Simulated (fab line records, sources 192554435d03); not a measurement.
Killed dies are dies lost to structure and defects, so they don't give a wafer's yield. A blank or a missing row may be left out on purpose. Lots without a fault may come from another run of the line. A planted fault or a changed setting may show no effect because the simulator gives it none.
One fault seen from 2 desks | flow n5_finfet | each desk has only its own numbers; what lay behind them comes last

THE TOOL OWNER'S DESK: rie_si-03
The tool's own readings at N5_SD_EPI_N_SD_RECESS_17 (chemistry HBr/Cl2/O2, target depth 41 nm, time 23.7 s, bt time 3 s): means of the sampled wafers that have a number, for each lot that ran on this tool. A lot is out of limits, marked OUT, if its mean lies more than 4 standard deviations from the usual mean; the brackets give that distance.
Columns: A = HBr_flow_sccm at N5_SD_EPI_N_SD_RECESS_17, usual 150.0 sccm; B = bias_w at N5_SD_EPI_N_SD_RECESS_17, usual 112.0 W; C = drypump_motor_current_A at N5_SD_EPI_N_SD_RECESS_17, usual 5.7 A; D = oes_product_au at N5_SD_EPI_N_SD_RECESS_17, usual 0.996 a.u.; E = throttle_valve_pct at N5_SD_EPI_N_SD_RECESS_17, usual 37.2 %
lot  | first seen here | A     | B     | C   | D     | E
L437 | day 3 02:25     | 149.9 | 111.6 | 5.5 | 0.996 | 37.0
L441 | day 4 04:37     | 150.1 | 112.2 | 5.5 | 0.989 | 37.3
L447 | day 5 13:07     | 149.9 | 111.7 | 5.2 | 0.983 | 37.4
L451 | day 6 12:27     | 150.9 | 111.8 | 5.7 | 0.989 | 37.0
L459 | day 8 14:29     | 150.3 | 112.1 | 5.7 | 0.994 | 37.1
L460 | day 8 19:28     | 150.1 | 111.8 | 5.7 | 0.987 | 37.1
This desk's finding: nothing out of limits on any of the 6 lots.

THE METROLOGY DESK
What the gauges read, lot by lot, whatever tool the lot ran on: means of the sampled wafers that have a number. A lot is out of limits, marked OUT, if its mean lies more than 4 standard deviations from the usual mean; the brackets give that distance. Of its 12 readings 7 are shown: those that lie furthest out on some lot.
Columns: A = CJ_N at N5_BEOL_M4_RC_MEAS_101, usual 4.36; B = DIBL_P at N5_BEOL_M4_RC_MEAS_101, usual 37.3 mV/V; C = IOFF_N at N5_BEOL_M4_RC_MEAS_101, usual 0.18 nA/um; D = ION_N at N5_BEOL_M4_RC_MEAS_101, usual 678 uA/um; E = ION_P at N5_BEOL_M4_RC_MEAS_101, usual 462 uA/um; F = SS_P at N5_BEOL_M4_RC_MEAS_101, usual 73.5 mV/dec; G = M5_ILD_THK at N5_BEOL_M5_THK_MEAS_01, usual 121.2 nm
lot  | first seen here | A    | B    | C    | D   | E   | F    | G
L437 | day 8 10:58     | 4.44 | 37.3 | 0.17 | 672 | 455 | 72.9 | 120.9
L438 | day 8 11:19     | 4.22 | 36.0 | 0.16 | 669 | 452 | 73.0 | 119.2
L441 | day 9 01:04     | 4.43 | 40.8 | 0.25 | 692 | 463 | 74.2 | 121.6
L442 | day 9 17:16     | 4.22 | 38.3 | 0.18 | 680 | 466 | 73.6 | 122.1
L447 | day 10 08:14    | 4.53 | 38.8 | 0.24 | 694 | 460 | 73.5 | 120.5
L451 | day 12 00:30    | 4.51 | 36.1 | 0.20 | 680 | 466 | 73.2 | 119.6
L455 | day 12 17:10    | 4.32 | 38.6 | 0.21 | 688 | 470 | 74.5 | 120.6
L457 | day 13 04:33    | 4.33 | 35.9 | 0.18 | 683 | 466 | 73.4 | 118.7
L459 | day 13 13:22    | 4.43 | 38.8 | 0.16 | 665 | 453 | 73.9 | 122.6
L460 | day 13 22:26    | 4.45 | 35.8 | 0.15 | 667 | 457 | 73.3 | 123.7
This desk's finding: nothing out of limits on any of the 10 lots.

PUT TOGETHER
The tool owner's desk saw nothing out of limits.
The metrology desk saw nothing out of limits.

WHAT THE SIMULATOR HAD PUT IN
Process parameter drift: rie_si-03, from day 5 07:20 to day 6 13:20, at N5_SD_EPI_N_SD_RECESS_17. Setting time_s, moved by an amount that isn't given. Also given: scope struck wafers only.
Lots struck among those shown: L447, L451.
